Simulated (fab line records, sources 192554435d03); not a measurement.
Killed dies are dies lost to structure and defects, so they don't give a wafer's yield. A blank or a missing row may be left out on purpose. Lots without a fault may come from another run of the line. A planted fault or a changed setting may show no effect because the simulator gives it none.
Chamber matching | flow n5_finfet | N5_BEOL_M11_CURE_72 on uv_cure-01: 3 sister chambers
The step cures SiCOH lowk, time 120 s. 3 wafers are shown with their chamber, then 10 later ones without.

WAFERS WITH THEIR CHAMBER
wafer  | chamber | wafer_temp_C_max
L082.5 | 2       | 371.5
L086.4 | 0       | 372.2
L091.2 | 1       | 372.8

WAFERS WITHOUT THEIR CHAMBER
wafer  | wafer_temp_C_max
L091.6 | 372.3
L092.1 | 371.4
L092.2 | 371.1
L092.4 | 372.1
L095.1 | 371.3
L095.2 | 371.1
L095.6 | 371.3
L095.3 | 371.4
L095.4 | 371.2
L095.5 | 371.9

WHICH CHAMBER EACH WENT THROUGH
wafer  | from the rows above     | in truth
L091.6 | can't be placed: 0 or 1 | 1
L092.1 | 2                       | 2
L092.2 | 2                       | 2
L092.4 | 0                       | 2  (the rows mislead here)
L095.1 | 2                       | 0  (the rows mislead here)
L095.2 | 2                       | 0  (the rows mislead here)
L095.6 | 2                       | 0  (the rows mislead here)
L095.3 | 2                       | 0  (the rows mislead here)
L095.4 | 2                       | 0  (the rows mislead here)
L095.5 | can't be placed: 0 or 2 | 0
Placed correctly: 2 of 10. Can't be placed from these rows: 2 (the true chamber is among the candidates in 2). Placed wrongly: 6.
How it was worked out, from the rows above alone: a wafer's distance from a chamber is the root of the sum, over the readings, of the square of ((its reading less the chamber's mean) divided by the reading's scatter). The wafer belongs to the nearest chamber; if the next one is less than 2 further off, it can't be placed. A chamber's mean is the mean of its shown wafers. The scatter: with one shown wafer a chamber, the root of the mean of the squares of how far each hidden wafer lies from its nearest shown one.
